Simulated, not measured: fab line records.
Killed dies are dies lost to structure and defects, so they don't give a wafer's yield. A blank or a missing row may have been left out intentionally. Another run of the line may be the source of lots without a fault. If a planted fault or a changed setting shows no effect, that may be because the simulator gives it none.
Matching of chambers | flow nand harc | NHARC_P_M0_DESCUM_14 on rie diel-08 has 4 sister chambers
The step chemistry O2, time 3 s. 14 wafers are shown with their chamber, then 7 later ones without.

## WAFERS PAIRED WITH THEIR CHAMBERS
wafer  | chamber | showerhead plenum p Torr (Torr) | drypump motor current A (A) | rf vpp V (V)
L302.3 | 1       | 1.78                            | 6.3                         | 57.2
L302.4 | 2       | 1.80                            | 6.0                         | 57.7
L302.5 | 1       | 1.78                            | 6.3                         | 57.1
L304.3 | 3       | 1.95                            | 5.2                         | 56.9
L304.4 | 2       | 1.79                            | 6.0                         | 55.6
L304.5 | 1       | 1.77                            | 6.3                         | 56.7
L305.1 | 2       | 1.79                            | 5.9                         | 57.3
L305.2 | 3       | 1.94                            | 5.2                         | 58.0
L305.3 | 1       | 1.77                            | 6.3                         | 57.1
L306.1 | 2       | 1.79                            | 6.0                         | 56.5
L306.2 | 3       | 1.94                            | 5.1                         | 59.2
L306.6 | 3       | 1.94                            | 5.2                         | 57.1
L313.1 | 3       | 1.94                            | 5.1                         | 58.2
L313.2 | 0       | 1.89                            | 5.9                         | 57.5

SIGNATURES (means of the wafers above)
reading                  | chamber 0 | chamber 1 | chamber 2 | chamber 3 | scatter within a chamber
showerhead plenum p Torr | 1.8900    | 1.7750    | 1.7925    | 1.9420    | 0.00505
drypump motor current A  | 5.900     | 6.300     | 5.975     | 5.160     | 0.0442
rf vpp V                 | 57.500    | 57.025    | 56.775    | 57.880    | 0.785
Rule: for a wafer and a chamber, the distance is found by dividing, reading by reading, the gap between the wafer's reading and the chamber's mean by the reading's scatter, squaring, summing and taking the root. The wafer belongs to the nearest chamber; if the next one is less than 2 further off, it can't be placed. The scatter is the square root of a quotient: the sum, over the shown wafers, of each reading's squared deviation from its chamber's mean, divided by wafers minus chambers.

## WAFERS MISSING THEIR CHAMBER
wafer  | showerhead plenum p Torr (Torr) | drypump motor current A (A) | rf vpp V (V)
L313.5 | 1.94                            | 5.2                         | 56.9
L317.1 | 2.07                            | 6.3                         | 58.8
L317.2 | 1.89                            | 5.9                         | 58.3
L317.3 | 1.93                            | 5.2                         | 58.4
L318.3 | 1.93                            | 5.2                         | 56.9
L318.5 | 1.93                            | 5.2                         | 58.5
L318.6 | 1.89                            | 5.9                         | 57.0

## THE CHAMBER EACH PASSED THROUGH
wafer  | from the rows above     | in truth
L313.5 | 3                       | 3
L317.1 | can't be placed: 3 or 0 | 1
L317.2 | 0                       | 0
L317.3 | 3                       | 3
L318.3 | 3                       | 3
L318.5 | 3                       | 3
L318.6 | 0                       | 0
6 of 7 placed correctly. Can't be placed from these rows: 1 (the true chamber is among the candidates in 0). Placed wrongly: 0.
